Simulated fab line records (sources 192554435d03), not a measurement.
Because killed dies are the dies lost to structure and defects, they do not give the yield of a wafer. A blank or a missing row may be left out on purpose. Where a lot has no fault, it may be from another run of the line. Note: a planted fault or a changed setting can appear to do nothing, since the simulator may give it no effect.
fab line records	flow n5Finfet
[record] lots = 24	wafers = 72	lastDay = 19
route steps=1938 shown BEOL_M10@1485 BEOL_M11@1553
lots untouched by any fault: they come from a run of this same line in which no faults occurred
startH: start of the lot's first displayed wafer, in hours after the record's first day	waitH: time in hours since the lot's previous step	" the same as in the row above	L1.1+2: a row that stands for several wafers	- no value present, or no start provided	* or withheld: withheld	< > ~ a bound
route shown NAME@n: a module of which the file shows steps, and the number in the route of the first	usual: mean/standard deviation taken from wafers without a fault	same: alike in all rows	chamber/n: place in a boat	sites: each site's reading	_std_site: standard deviation of those values	_edge_site: mean of outer sites minus mean of inner sites	radiusMm: for every site, how far away it sits from the centre of the wafer	mask NAME#n: copy n	behind: the last tool/chamber to shape the wafer	hold: what put the lot on hold/how long, in hours/how the hold closed	device: names the non-switching transistor (n, p or np)	end of line: tests run on the same wafers once the route is complete	a step without rows: its recipe alone	killed: dies that structure and defects cost at the first sort, which is not the same as the wafer's yield	map: shows each die of a wafer: x if killed, . if not, _ if none is there
set.NAME: the setting as run; set.NAME@STEP: as run at that earlier step	model.NAME: the simulator's own value behind a step, which no gauge read
the route's steps for a sample of lots (tables are steps, rows are wafers)
services: from which hour (startH, from the record's first day; less than 0 if before it) a tool's chamber was out of use, for how many hours, and why
[[steps]]
[step N5_BEOL_M10_INSPECT_13]
[recipe] mode = adi	inspectInstrument = brightfield
[usual] rawDefectCount = 420/110
lot.wafer	tool	chamber	startH	waitH	rawDefectCount
L074.1	defectInspect-02	-	230.42	0.0	433
L074.2	"	-	"	"	555
L074.3	"	-	"	"	494
L075.1	defectInspect-01	-	242.54	0.0	396
L075.4	"	-	"	"	291
L075.5	"	-	"	"	316
L076.1	defectInspect-01	-	242.70	0.0	526
L076.5	"	-	"	"	903
L076.6	"	-	"	"	543
L079.3	defectInspect-02	-	255.84	0.0	521
L079.4	"	-	"	"	660
L079.6	"	-	"	"	652
L077.2	defectInspect-01	-	262.67	0.0	300
L077.3	"	-	"	"	264
L077.6	"	-	"	"	393
L078.2	defectInspect-02	-	271.18	0.0	376
L078.5	"	-	"	"	375
L078.6	"	-	"	"	370
L080.1	defectInspect-02	-	281.08	0.0	469
L080.2	"	-	"	"	452
L080.6	"	-	"	"	414
L082.1	defectInspect-01	-	287.95	0.0	243
L082.2	"	-	"	"	378
L082.6	"	-	"	"	357
L081.1	defectInspect-01	-	297.96	0.0	454
L081.3	"	-	"	"	395
L081.6	"	-	"	"	255
L084.1	defectInspect-02	-	301.08	0.0	876
L084.2	"	-	"	"	463
L084.5	"	-	"	"	542
L086.1	defectInspect-02	-	304.76	0.0	464
L086.4	"	-	"	"	472
L086.5	"	-	"	"	698
L085.1	defectInspect-01	-	322.40	0.0	394
L085.2	"	-	"	"	372
L085.6	"	-	"	"	344
L083.1	defectInspect-01	-	323.15	0.0	412
L083.3	"	-	"	"	479
L083.5	"	-	"	"	348
L087.1	defectInspect-01	-	326.50	0.0	455
L087.5	"	-	"	"	348
L087.6	"	-	"	"	339
L088.1	defectInspect-01	-	326.97	0.0	342
L088.2	"	-	"	"	439
L088.5	"	-	"	"	423
L089.1	defectInspect-01	-	329.71	0.0	457
L089.2	"	-	"	"	653
L089.5	"	-	"	"	429
L090.1	defectInspect-01	-	335.40	0.0	209
L090.4	"	-	"	"	337
L090.5	"	-	"	"	407
L091.3	defectInspect-02	-	355.72	0.0	336
L091.4	"	-	"	"	249
L091.5	"	-	"	"	324
L092.1	defectInspect-01	-	358.10	0.0	283
L092.3	"	-	"	"	448
L092.5	"	-	"	"	383
L093.3	defectInspect-02	-	358.42	0.0	462
L093.5	"	-	"	"	443
L093.6	"	-	"	"	421
L094.1	defectInspect-02	-	358.80	0.0	585
L094.2	"	-	"	"	479
L094.4	"	-	"	"	385
L095.2	defectInspect-02	-	366.20	0.0	367
L095.5	"	-	"	"	343
L095.6	"	-	"	"	507
L096.1	defectInspect-01	-	387.06	0.0	229
L096.2	"	-	"	"	286
L096.3	"	-	"	"	303
L097.2	defectInspect-01	-	392.73	0.0	464
L097.4	"	-	"	"	466
L097.6	"	-	"	"	319
[step N5_BEOL_M10_STRIP_67]
[recipe] chemistry = CF4	resist = SiARC	powerW = 300	biasPowerW = 75	pressureMtorr = 50	cf4FlowSccm = 150	rfFrequencyHz = 6e+07
[usual] drypumpMotorCurrentA = 5.9/0.36	oesProductAu = 0.80/0.08	rfVppV = 271.6/2	showerheadPlenumPTorr = 1.81/0.075	throttleValvePct = 13.51/0.2
lot.wafer	tool	chamber	startH	waitH	drypumpMotorCurrentA	oesProductAu	rfHoursCounterH	rfVppV	showerheadPlenumPTorr	throttleValvePct
L074.1	rieDiel-05	2	230.69	0.0	5.8	0.88	29	274.6	1.90	13.39
L074.2	"	0	"	"	5.5	0.74	181	271.3	1.85	13.49
L074.3	"	1	"	"	5.4	0.75	154	268.9	1.66	13.78
L075.1	rieDiel-02	0	242.81	0.0	5.3	0.82	61	273.2	1.89	13.27
L075.4	"	2	"	"	6.4	0.96	9	269.9	1.76	13.27
L075.5	"	3	"	"	5.9	0.73	-	272.1	1.85	13.54
L076.1	rieDiel-04	2	242.97	0.0	6.1	0.83	82	270.4	1.75	13.75
L076.5	"	3	"	"	6.0	0.71	-	272.3	1.77	13.63
L076.6	"	2	"	"	6.1	0.83	-	269.9	1.75	13.74
L079.3	rieDiel-02	2	256.31	0.0	6.4	0.94	14	270.3	1.76	13.29
L079.4	"	0	"	"	5.3	0.80	66	272.7	1.88	13.29
L079.6	"	2	"	"	6.4	0.94	-	269.4	1.76	13.30
L077.2	rieDiel-04	1	263.22	0.0	6.1	0.70	245	267.8	1.70	13.62
L077.3	"	0	"	"	6.3	0.85	75	273.9	1.90	13.38
L077.6	"	0	"	"	6.4	0.84	-	273.0	1.90	13.38
L078.2	rieDiel-04	3	271.44	0.0	6.0	0.71	232	271.0	1.77	13.64
L078.5	"	1	"	"	6.1	0.70	-	269.7	1.70	13.62
L078.6	"	2	"	"	6.1	0.82	-	271.2	1.75	13.77
L080.1	rieDiel-02	0	281.36	0.0	5.3	0.80	76	272.1	1.88	13.32
L080.2	"	3	"	"	5.9	0.71	224	272.3	1.84	13.57
L080.6	"	2	"	"	6.4	0.92	-	270.6	1.76	13.32
L082.1	rieDiel-02	3	288.22	0.0	5.9	0.71	226	270.2	1.84	13.58
L082.2	"	0	"	"	5.3	0.80	77	273.9	1.88	13.33
L082.6	"	2	"	"	6.4	0.92	-	271.5	1.76	13.34
L081.1	rieDiel-05	2	298.47	0.0	5.8	0.84	51	273.5	1.89	13.46
L081.3	"	1	"	"	5.4	0.73	176	268.2	1.66	13.82
L081.6	"	3	"	"	6.3	0.91	-	271.1	1.83	13.36
L084.1	rieDiel-04	3	302.14	0.0	6.0	0.70	244	272.3	1.76	13.67
L084.2	"	0	"	"	6.4	0.82	90	274.4	1.89	13.41
L084.5	"	3	"	"	6.0	0.70	-	269.1	1.76	13.68
L086.1	rieDiel-04	1	305.23	0.0	6.1	0.98	6	271.7	1.90	13.10
L086.4	"	2	"	"	6.1	0.81	104	269.9	1.75	13.81
L086.5	"	2	"	"	6.1	0.80	-	269.2	1.75	13.79
L085.1	rieDiel-04	2	322.76	0.0	6.1	0.80	108	268.2	1.75	13.81
L085.2	"	3	"	"	6.0	0.69	250	269.9	1.76	13.67
L085.6	"	0	"	"	6.4	0.82	-	271.9	1.89	13.42
L083.1	rieDiel-05	2	323.45	0.0	5.8	0.83	61	273.1	1.89	13.47
L083.3	"	0	"	"	5.6	0.73	208	272.5	1.84	13.57
L083.5	"	3	"	"	6.3	0.90	-	273.2	1.83	13.37
L087.1	rieDiel-04	0	326.77	0.0	6.4	0.81	99	275.0	1.89	13.43
L087.5	"	1	"	"	6.1	0.95	-	274.5	1.90	13.10
L087.6	"	2	"	"	6.1	0.79	-	269.0	1.74	13.82
L088.1	rieDiel-05	0	327.27	0.0	5.5	0.73	210	274.1	1.84	13.54
L088.2	"	2	"	"	5.8	0.83	62	272.4	1.89	13.46
L088.5	"	0	"	"	5.5	0.72	-	273.7	1.84	13.56
L089.1	rieDiel-05	0	330.42	0.0	5.5	0.72	211	271.7	1.84	13.57
L089.2	"	3	"	"	6.3	0.89	30	272.2	1.83	13.38
L089.5	"	2	"	"	5.8	0.83	-	273.1	1.89	13.47
L090.1	rieDiel-02	2	335.66	0.0	6.4	0.88	43	270.3	1.75	13.37
L090.4	"	3	"	"	5.9	0.70	237	272.4	1.84	13.63
L090.5	"	1	"	"	5.5	0.76	-	273.6	1.87	13.65
L091.3	rieDiel-05	1	355.98	0.0	5.4	0.71	198	267.7	1.65	13.88
L091.4	"	2	"	"	5.8	0.82	74	273.4	1.89	13.48
L091.5	"	0	"	"	5.5	0.71	-	272.6	1.84	13.57
L092.1	rieDiel-04	0	359.36	0.0	6.4	0.80	112	274.5	1.89	13.46
L092.3	"	1	"	"	6.1	0.92	25	272.4	1.90	13.14
L092.5	"	0	"	"	6.3	0.81	-	274.2	1.89	13.45
L093.3	rieDiel-05	0	359.77	0.0	5.5	0.72	224	273.1	1.84	13.59
L093.5	"	1	"	"	5.4	0.70	-	266.9	1.65	13.87
L093.6	"	0	"	"	5.5	0.71	-	273.0	1.84	13.59
L094.1	rieDiel-02	2	359.91	0.0	6.3	0.86	50	268.5	1.75	13.38
L094.2	"	0	"	"	5.3	0.77	102	272.5	1.87	13.37
L094.4	"	2	"	"	6.4	0.87	-	270.3	1.75	13.40
L095.2	rieDiel-02	2	366.46	0.0	6.4	0.86	54	270.3	1.75	13.39
L095.5	"	0	"	"	5.3	0.77	-	273.0	1.87	13.39
L095.6	"	3	"	"	5.9	0.69	-	271.8	1.84	13.63
L096.1	rieDiel-04	2	387.33	0.0	6.1	0.78	132	269.6	1.74	13.87
L096.2	"	0	"	"	6.4	0.79	120	271.9	1.88	13.47
L096.3	"	3	"	"	6.0	0.91	15	271.4	1.76	13.16
L097.2	rieDiel-05	2	393.50	0.0	5.8	0.80	89	272.5	1.88	13.51
L097.4	"	3	"	"	6.3	0.86	48	272.1	1.82	13.41
L097.6	"	1	"	"	5.4	0.70	-	269.0	1.65	13.90
[step N5_BEOL_M10_PRE_CLEAN_45]
[recipe] gas = H2/He	timeS = 30	tempC = 250
[usual] heaterPowerW = 327/31
lot.wafer	tool	chamber	startH	waitH	heaterPowerW
L074.1	pvdSputter-02	-	234.15	0.0	364
L074.2	"	-	"	"	299
L074.3	"	-	"	"	317
L075.1	pvdSputter-01	-	245.73	0.0	366
L075.4	"	-	"	"	319
L075.5	"	-	"	"	319
L076.1	pvdSputter-02	-	247.07	0.0	291
L076.5	"	-	"	"	405
L076.6	"	-	"	"	297
L079.3	pvdSputter-02	-	258.95	0.0	314
L079.4	"	-	"	"	394
L079.6	"	-	"	"	367
L077.2	pvdSputter-01	-	266.85	0.0	322
L077.3	"	-	"	"	311
L077.6	"	-	"	"	349
L078.2	pvdSputter-01	-	275.78	0.0	323
L078.5	"	-	"	"	325
L078.6	"	-	"	"	288
L080.1	pvdSputter-03	-	287.71	0.0	356
L080.2	"	-	"	"	310
L080.6	"	-	"	"	348
L082.1	pvdSputter-01	-	293.32	0.0	366
L082.2	"	-	"	"	307
L082.6	"	-	"	"	310
L081.1	pvdSputter-01	-	300.87	0.0	360
L081.3	"	-	"	"	291
L081.6	"	-	"	"	362
L084.1	pvdSputter-02	-	304.99	0.0	320
L084.2	"	-	"	"	403
L084.5	"	-	"	"	302
L086.1	pvdSputter-01	-	308.17	0.0	286
L086.4	"	-	"	"	363
L086.5	"	-	"	"	288
L085.1	pvdSputter-02	-	325.62	0.0	367
L085.2	"	-	"	"	293
L085.6	"	-	"	"	359
L083.1	pvdSputter-01	-	325.91	0.0	369
L083.3	"	-	"	"	287
L083.5	"	-	"	"	314
L088.1	pvdSputter-03	-	329.48	0.0	343
L088.2	"	-	"	"	298
L088.5	"	-	"	"	330
L087.1	pvdSputter-03	-	332.79	0.0	338
L087.5	"	-	"	"	324
L087.6	"	-	"	"	296
L089.1	pvdSputter-01	-	334.69	0.0	290
L089.2	"	-	"	"	324
L089.5	"	-	"	"	289
L090.1	pvdSputter-03	-	339.59	0.0	296
L090.4	"	-	"	"	344
L090.5	"	-	"	"	314
L091.3	pvdSputter-01	-	358.81	0.0	311
L091.4	"	-	"	"	356
L091.5	"	-	"	"	315
L093.3	pvdSputter-03	-	362.99	0.0	301
L093.5	"	-	"	"	295
L093.6	"	-	"	"	305
L094.1	pvdSputter-01	-	363.49	0.0	321
L094.2	"	-	"	"	363
L094.4	"	-	"	"	313
L092.1	pvdSputter-03	-	363.57	0.0	341
L092.3	"	-	"	"	323
L092.5	"	-	"	"	304
L095.2	pvdSputter-03	-	368.33	0.0	327
L095.5	"	-	"	"	351
L095.6	"	-	"	"	300
L096.1	pvdSputter-01	-	389.56	0.0	318
L096.2	"	-	"	"	288
L096.3	"	-	"	"	319
L097.2	pvdSputter-01	-	397.02	0.0	292
L097.4	"	-	"	"	309
L097.6	"	-	"	"	321
[step N5_BEOL_M11_ETCH_61]
[recipe] chemistry = CF4	target = SiARC	targetDepthA = 390	maskMaterial = CAR-ArF	timeS = 65	ionEnergyEv = 80	pressureMtorr = 40	sourceW = 545	biasW = 36	Ar_flow_sccm = 100	cf4FlowSccm = 100	ends = cleared
[usual] drypumpMotorCurrentA = 5.5/0.31	etchRfOnTimeS = 64.8/1	oesProductAu = 0.68/0.072	rfVppV = 183.9/1.2	showerheadPlenumPTorr = 2.13/0.073	throttleValvePct = 15.52/0.25
lot.wafer	tool	chamber	startH	waitH	drypumpMotorCurrentA	etchRfOnTimeS	oesProductAu	rfHoursCounterH	rfVppV	showerheadPlenumPTorr	throttleValvePct
L074.1	rieDiel-03	3	238.29	0.0	5.7	66.5	0.59	241	183.7	2.11	15.93
L074.2	"	2	"	"	5.3	66.1	0.62	184	184.0	2.13	16.12
L074.3	"	0	"	"	5.6	65.9	0.62	216	183.0	2.12	15.56
L075.1	rieDiel-06	1	250.36	0.0	6.0	63.9	0.74	51	185.5	2.17	15.32
L075.4	"	3	"	"	5.0	66.5	0.60	234	183.2	2.03	15.69
L075.5	"	3	"	"	5.1	66.7	0.60	-	182.9	2.03	15.70
L076.1	rieDiel-03	0	251.50	0.0	5.6	64.9	0.61	222	181.4	2.12	15.56
L076.5	"	0	"	"	5.6	64.6	0.61	-	183.3	2.12	15.57
L076.6	"	2	"	"	5.3	65.5	0.62	-	182.3	2.13	16.13
L079.3	rieDiel-03	3	263.21	0.0	5.7	65.7	0.58	247	184.6	2.11	15.94
L079.4	"	0	"	"	5.5	65.8	0.61	227	183.5	2.11	15.58
L079.6	"	2	"	"	5.3	66.5	0.62	-	184.5	2.13	16.12
L077.2	rieDiel-01	1	271.37	0.0	5.6	64.8	0.60	241	184.4	2.19	15.76
L077.3	"	3	"	"	5.7	64.0	0.63	156	184.1	2.07	15.38
L077.6	"	0	"	"	5.1	64.9	0.69	-	186.3	2.16	15.80
L078.2	rieDiel-06	3	281.53	0.0	5.1	66.4	0.59	242	184.0	2.02	15.70
L078.5	"	0	"	"	5.5	64.0	0.72	-	183.2	2.16	15.32
L078.6	"	3	"	"	5.1	66.2	0.59	-	181.3	2.02	15.71
L080.1	rieDiel-03	3	293.70	0.0	5.7	63.8	0.83	2	183.1	2.11	15.45
L080.2	"	0	"	"	5.6	65.8	0.60	237	183.9	2.11	15.63
L080.6	"	0	"	"	5.6	65.3	0.60	-	183.6	2.11	15.62
L082.1	rieDiel-06	1	297.20	0.0	6.0	63.1	0.73	62	183.6	2.17	15.33
L082.2	"	0	"	"	5.4	63.1	0.73	86	184.7	2.16	15.35
L082.6	"	0	"	"	5.4	64.0	0.72	-	184.9	2.16	15.35
L081.1	rieDiel-01	1	305.02	0.0	5.6	64.8	0.59	250	184.4	2.19	15.77
L081.3	"	3	"	"	5.7	63.9	0.63	166	183.1	2.06	15.41
L081.6	"	3	"	"	5.7	64.5	0.63	-	183.1	2.06	15.43
L084.1	rieDiel-03	2	308.98	0.0	5.3	65.8	0.61	206	184.5	2.13	16.16
L084.2	"	1	"	"	5.2	66.1	0.63	176	179.6	1.97	15.45
L084.5	"	0	"	"	5.6	65.0	0.60	-	182.9	2.11	15.62
L086.1	rieDiel-06	2	314.24	0.0	6.0	65.1	0.65	138	185.5	2.23	15.38
L086.4	"	0	"	"	5.4	63.9	0.71	-	184.9	2.16	15.33
L086.5	"	1	"	"	6.0	64.2	0.71	-	183.3	2.17	15.34
L085.1	rieDiel-06	2	329.88	0.0	5.9	65.7	0.65	144	186.0	2.22	15.40
L085.2	"	1	"	"	6.0	63.1	0.71	74	183.0	2.17	15.37
L085.6	"	1	"	"	6.0	63.5	0.71	-	184.7	2.17	15.35
L083.1	rieDiel-03	0	333.02	0.0	5.5	65.2	0.59	248	183.4	2.11	15.62
L083.3	"	3	"	"	5.7	64.1	0.79	13	183.1	2.10	15.48
L083.5	"	2	"	"	5.3	65.9	0.60	-	184.1	2.13	16.17
L088.1	rieDiel-06	0	335.91	0.0	5.4	63.9	0.71	99	183.9	2.16	15.37
L088.2	"	2	"	"	5.9	65.5	0.64	146	184.0	2.22	15.40
L088.5	"	1	"	"	6.0	63.5	0.71	-	183.4	2.17	15.35
L087.1	rieDiel-01	3	339.21	0.0	5.7	65.5	0.62	180	182.9	2.06	15.44
L087.5	"	0	"	"	5.1	64.8	0.66	-	183.7	2.15	15.83
L087.6	"	3	"	"	5.7	64.4	0.62	-	183.9	2.06	15.42
L089.1	rieDiel-01	0	339.94	0.0	5.1	63.8	0.68	115	184.5	2.15	15.82
L089.2	"	3	"	"	5.7	64.1	0.63	180	183.5	2.06	15.45
L089.5	"	0	"	"	5.1	64.1	0.66	-	183.5	2.15	15.83
L090.1	rieDiel-06	2	343.92	0.0	6.0	65.4	0.65	150	186.1	2.22	15.39
L090.4	"	0	"	"	5.5	64.2	0.70	103	184.2	2.16	15.36
L090.5	"	1	"	"	6.0	63.4	0.72	-	184.1	2.17	15.37
L091.3	rieDiel-03	1	363.05	0.0	5.2	66.0	0.62	193	182.4	1.97	15.49
L091.4	"	2	"	"	5.3	66.2	0.59	224	183.9	2.12	16.19
L091.5	"	1	"	"	5.2	65.3	0.62	-	182.6	1.97	15.50
L093.3	rieDiel-01	2	368.28	0.0	5.7	66.2	0.79	14	183.4	2.10	15.41
L093.5	"	1	"	"	5.6	63.1	0.82	-	185.2	2.18	15.30
L093.6	"	3	"	"	5.7	65.1	0.62	-	182.5	2.06	15.45
L094.1	rieDiel-06	0	368.63	0.0	5.4	63.3	0.70	109	184.0	2.15	15.38
L094.2	"	1	"	"	6.0	63.4	0.70	86	183.3	2.16	15.39
L094.4	"	2	"	"	5.9	64.6	0.64	156	185.1	2.22	15.42
L092.1	rieDiel-06	3	369.18	0.0	5.1	66.0	0.80	8	185.1	2.27	15.23
L092.3	"	1	"	"	6.0	63.0	0.70	87	184.2	2.16	15.40
L092.5	"	3	"	"	5.1	66.0	0.81	-	186.8	2.27	15.23
L095.2	rieDiel-01	3	373.91	0.0	5.7	65.2	0.60	192	181.6	2.05	15.47
L095.5	"	1	"	"	5.6	63.1	0.81	-	183.5	2.18	15.30
L095.6	"	2	"	"	5.7	65.7	0.79	-	183.7	2.10	15.41
L096.1	rieDiel-06	0	393.20	0.0	5.4	63.9	0.68	118	183.1	2.15	15.39
L096.2	"	1	"	"	6.0	63.6	0.70	95	184.7	2.16	15.42
L096.3	"	3	"	"	5.1	65.6	0.78	17	184.5	2.27	15.25
L097.2	rieDiel-06	3	400.95	0.0	5.1	65.2	0.78	19	184.3	2.27	15.26
L097.4	"	0	"	"	5.5	64.5	0.68	121	184.5	2.15	15.41
L097.6	"	1	"	"	6.0	63.7	0.69	-	185.3	2.16	15.41
[step N5_BEOL_M11_HM_OPEN_17]
[recipe] chemistry = Cl2/BCl3	targetDepthA = 200	overetchA = 60	target = TiN	maskMaterial = SOC	ionEnergyEv = 150	pressureMtorr = 10	icpW = 1000	biasW = 126	Cl2_flow_sccm = 53.25	bcl3FlowSccm = 21.75	Ar_flow_sccm = 25
[usual] drypumpMotorCurrentA = 5.5/0.4	oesProductAu = 0.62/0.069	throttleValvePct = 22.34/0.25
lot.wafer	tool	chamber	startH	waitH	drypumpMotorCurrentA	oesProductAu	rfHoursCounterH	throttleValvePct
L074.1	rieMetal-01	1	238.53	0.0	5.5	0.54	107	22.70
L074.2	"	0	"	"	6.0	0.59	89	22.14
L074.3	"	1	"	"	5.5	0.54	-	22.69
L075.1	rieMetal-02	1	250.60	0.0	5.1	0.64	49	22.58
L075.4	"	0	"	"	5.3	0.59	-	22.09
L075.5	"	1	"	"	5.1	0.64	-	22.55
L076.1	rieMetal-01	0	251.74	0.0	6.0	0.58	90	22.15
L076.5	"	0	"	"	6.0	0.58	-	22.15
L076.6	"	1	"	"	5.5	0.54	-	22.69
L079.3	rieMetal-03	1	263.48	0.1	5.3	0.73	-	22.06
L079.4	"	0	"	"	6.3	0.67	-	22.15
L079.6	"	0	"	"	6.3	0.67	-	22.16
L077.2	rieMetal-02	1	271.61	0.0	5.1	0.65	51	22.56
L077.3	"	1	"	"	5.1	0.64	-	22.58
L077.6	"	1	"	"	5.1	0.64	-	22.56
L078.2	rieMetal-01	1	281.77	0.0	5.5	0.54	110	22.73
L078.5	"	0	"	"	6.0	0.58	-	22.16
L078.6	"	1	"	"	5.5	0.54	-	22.71
L080.1	rieMetal-01	0	293.94	0.0	6.0	0.59	93	22.15
L080.2	"	1	"	"	5.5	0.54	111	22.69
L080.6	"	0	"	"	6.0	0.57	-	22.15
L082.1	rieMetal-01	0	297.44	0.0	6.0	0.58	94	22.14
L082.2	"	1	"	"	5.5	0.53	112	22.70
L082.6	"	1	"	"	5.5	0.54	-	22.68
L081.1	rieMetal-02	0	305.26	0.0	5.3	0.58	97	22.09
L081.3	"	0	"	"	5.3	0.58	-	22.10
L081.6	"	0	"	"	5.3	0.58	-	22.08
L084.1	rieMetal-02	0	309.22	0.0	5.3	0.58	98	22.07
L084.2	"	1	"	"	5.1	0.63	54	22.59
L084.5	"	1	"	"	5.1	0.63	-	22.58
L086.1	rieMetal-01	0	314.47	0.0	5.9	0.57	96	22.16
L086.4	"	0	"	"	6.0	0.58	-	22.16
L086.5	"	0	"	"	6.0	0.58	-	22.16
L085.1	rieMetal-03	1	330.11	0.0	5.3	0.71	22	22.05
L085.2	"	0	"	"	6.3	0.65	38	22.16
L085.6	"	0	"	"	6.3	0.65	-	22.16
L083.1	rieMetal-02	1	333.26	0.0	5.1	0.63	55	22.61
L083.3	"	1	"	"	5.1	0.63	-	22.57
L083.5	"	1	"	"	5.1	0.63	-	22.56
L088.1	rieMetal-01	0	336.14	0.0	6.0	0.58	97	22.17
L088.2	"	0	"	"	5.9	0.57	-	22.18
L088.5	"	0	"	"	5.9	0.57	-	22.18
L087.1	rieMetal-02	1	339.45	0.0	5.1	0.63	56	22.57
L087.5	"	1	"	"	5.1	0.63	-	22.59
L087.6	"	0	"	"	5.4	0.57	-	22.08
L089.1	rieMetal-03	1	340.18	0.0	5.3	0.70	23	22.08
L089.2	"	0	"	"	6.3	0.65	40	22.18
L089.5	"	0	"	"	6.3	0.66	-	22.18
L090.1	rieMetal-03	1	344.15	0.0	5.3	0.70	24	22.07
L090.4	"	0	"	"	6.3	0.65	-	22.18
L090.5	"	1	"	"	5.3	0.70	-	22.08
L091.3	rieMetal-02	1	363.35	0.1	5.1	0.62	-	22.60
L091.4	"	1	"	"	5.1	0.62	-	22.59
L091.5	"	1	"	"	5.1	0.62	-	22.60
L093.3	rieMetal-01	1	368.54	0.1	5.5	0.82	-	22.41
L093.5	"	1	"	"	5.5	0.82	-	22.42
L093.6	"	0	"	"	6.0	0.57	-	22.18
L094.1	rieMetal-01	1	368.87	0.0	5.5	0.82	1	22.43
L094.2	"	0	"	"	5.9	0.57	100	22.16
L094.4	"	0	"	"	6.0	0.57	-	22.16
L092.1	rieMetal-02	1	369.41	0.0	5.1	0.63	59	22.58
L092.3	"	1	"	"	5.1	0.62	-	22.59
L092.5	"	1	"	"	5.1	0.62	-	22.60
L095.2	rieMetal-02	1	374.18	0.1	5.1	0.62	-	22.61
L095.5	"	1	"	"	5.1	0.61	-	22.61
L095.6	"	1	"	"	5.1	0.62	-	22.61
L096.1	rieMetal-02	1	393.43	0.0	5.1	0.61	62	22.62
L096.2	"	0	"	"	5.4	0.81	1	21.85
L096.3	"	1	"	"	5.1	0.62	-	22.60
L097.2	rieMetal-03	0	402.36	0.0	6.3	0.65	46	22.19
L097.4	"	1	"	"	5.3	0.70	-	22.07
L097.6	"	1	"	"	5.3	0.69	-	22.11
[step N5_BEOL_M11_ALD_74]
[recipe] material = TaN	targetThkA = 20	tempC = 275	aldPrecursorFamily = PDMAT	aldCoReactant = NH3	pressureTorr = 3	carrierFlowSccm = 1500	pulseTimeS = 2	purgeTimeS = 3	coReactantPurgeTimeS = 2	coReactantPulseTimeS = 3	aldCycles = 40	precursorVesselTempC = 75	precursorVesselPressureTorr = 26.25	precursorVesselCarrierSccm = 1000
[usual] heaterPowerW = 434/34	precursorVesselPressureTorr = 26.24/0.052
[same] purgeTimeS = 3
lot.wafer	tool	chamber	startH	waitH	heaterPowerW	precursorVesselPressureTorr
L074.1	aldMetal-02	0	242.03	0.1	504	26.20
L074.2	"	2	"	"	445	26.23
L074.3	"	1	"	"	423	26.30
L075.1	aldMetal-03	1	252.36	0.0	406	26.23
L075.4	"	2	"	"	450	26.22
L075.5	"	2	"	"	438	26.18
L076.1	aldMetal-02	0	259.29	0.1	493	26.25
L076.5	"	3	"	"	420	26.32
L076.6	"	2	"	"	447	26.32
L079.3	aldMetal-03	1	266.65	0.0	413	26.24
L079.4	"	2	"	"	451	26.16
L079.6	"	0	"	"	378	26.25
L077.2	aldMetal-02	1	276.08	0.0	425	26.27
L077.3	"	2	"	"	445	26.20
L077.6	"	0	"	"	507	26.23
L078.2	aldMetal-04	3	287.97	0.0	430	26.29
L078.5	"	2	"	"	450	26.29
L078.6	"	1	"	"	449	26.27
L080.1	aldMetal-02	3	296.87	0.0	410	26.25
L080.2	"	1	"	"	411	26.22
L080.6	"	3	"	"	415	26.25
L082.1	aldMetal-02	2	301.01	0.0	439	26.36
L082.2	"	3	"	"	432	26.20
L082.6	"	3	"	"	408	26.23
L081.1	aldMetal-04	2	308.49	0.2	438	26.32
L081.3	"	3	"	"	426	26.23
L081.6	"	0	"	"	455	26.30
L084.1	aldMetal-03	1	314.34	0.0	405	26.20
L084.2	"	3	"	"	428	26.29
L084.5	"	1	"	"	408	26.18
L086.1	aldMetal-03	0	319.31	0.1	391	26.13
L086.4	"	3	"	"	411	26.25
L086.5	"	2	"	"	441	26.30
L085.1	aldMetal-03	2	332.39	0.0	440	26.19
L085.2	"	0	"	"	385	26.33
L085.6	"	2	"	"	431	26.15
L083.1	aldMetal-04	1	335.43	0.0	446	26.25
L083.3	"	0	"	"	456	26.23
L083.5	"	2	"	"	441	26.25
L088.1	aldMetal-02	0	339.73	0.0	504	26.25
L088.2	"	1	"	"	414	26.23
L088.5	"	1	"	"	424	26.27
L087.1	aldMetal-02	3	344.37	0.1	419	26.24
L087.5	"	1	"	"	417	26.28
L087.6	"	0	"	"	496	26.25
L089.1	aldMetal-02	1	344.63	0.1	407	26.18
L089.2	"	2	"	"	438	26.38
L089.5	"	1	"	"	406	26.26
L090.1	aldMetal-02	1	350.27	0.1	409	26.29
L090.4	"	3	"	"	425	26.21
L090.5	"	1	"	"	412	26.30
L091.3	aldMetal-03	0	367.94	0.0	374	26.33
L091.4	"	1	"	"	406	26.29
L091.5	"	1	"	"	403	26.31
L093.3	aldMetal-02	3	373.51	0.1	422	26.20
L093.5	"	2	"	"	452	26.20
L093.6	"	1	"	"	404	26.26
L094.1	aldMetal-03	0	373.85	0.0	389	26.13
L094.2	"	3	"	"	422	26.30
L094.4	"	2	"	"	449	26.26
L092.1	aldMetal-02	3	374.13	0.1	422	26.26
L092.3	"	1	"	"	414	26.19
L092.5	"	2	"	"	443	26.24
L095.2	aldMetal-03	3	378.11	0.0	426	26.24
L095.5	"	1	"	"	420	26.20
L095.6	"	2	"	"	458	26.32
L096.1	aldMetal-03	1	396.36	0.0	417	26.26
L096.2	"	3	"	"	417	26.27
L096.3	"	0	"	"	387	26.27
L097.2	aldMetal-02	1	407.61	0.3	421	26.27
L097.4	"	3	"	"	413	26.23
L097.6	"	1	"	"	417	26.32
[[services]]
tool	chamber	startH	hours	kind
rieMetal-02	0	208.70	9.6	repair
rieDiel-05	3	226.36	1.8	repair
rieMetal-02	-	234.38	1.4	pm
rieDiel-03	2	241.27	5.7	repair
aldMetal-03	3	242.68	10.8	repair
rieMetal-02	-	244.44	0.4	repair
rieDiel-03	3	244.60	9.1	repair
aldMetal-03	0	245.07	17.8	repair
rieDiel-05	0	267.67	7.6	repair
rieDiel-06	2	269.26	3.9	repair
aldMetal-03	-	307.30	1.4	repair
rieDiel-02	3	321.37	8.5	repair
aldMetal-02	2	325.38	14.6	repair
rieMetal-01	1	330.56	9.9	repair
rieMetal-02	0	332.36	2.5	repair
aldMetal-03	-	334.23	0.6	repair
rieDiel-05	3	337.33	15.2	repair
rieDiel-03	-	339.99	0.7	repair
aldMetal-02	2	345.97	24.5	repair
rieDiel-06	0	356.11	2.4	repair
aldMetal-03	-	359.30	2.8	pm
rieDiel-06	2	374.77	20.6	repair
rieDiel-04	0	404.31	19.7	repair
aldMetal-03	-	407.09	1.1	repair
[[key]]
fault none
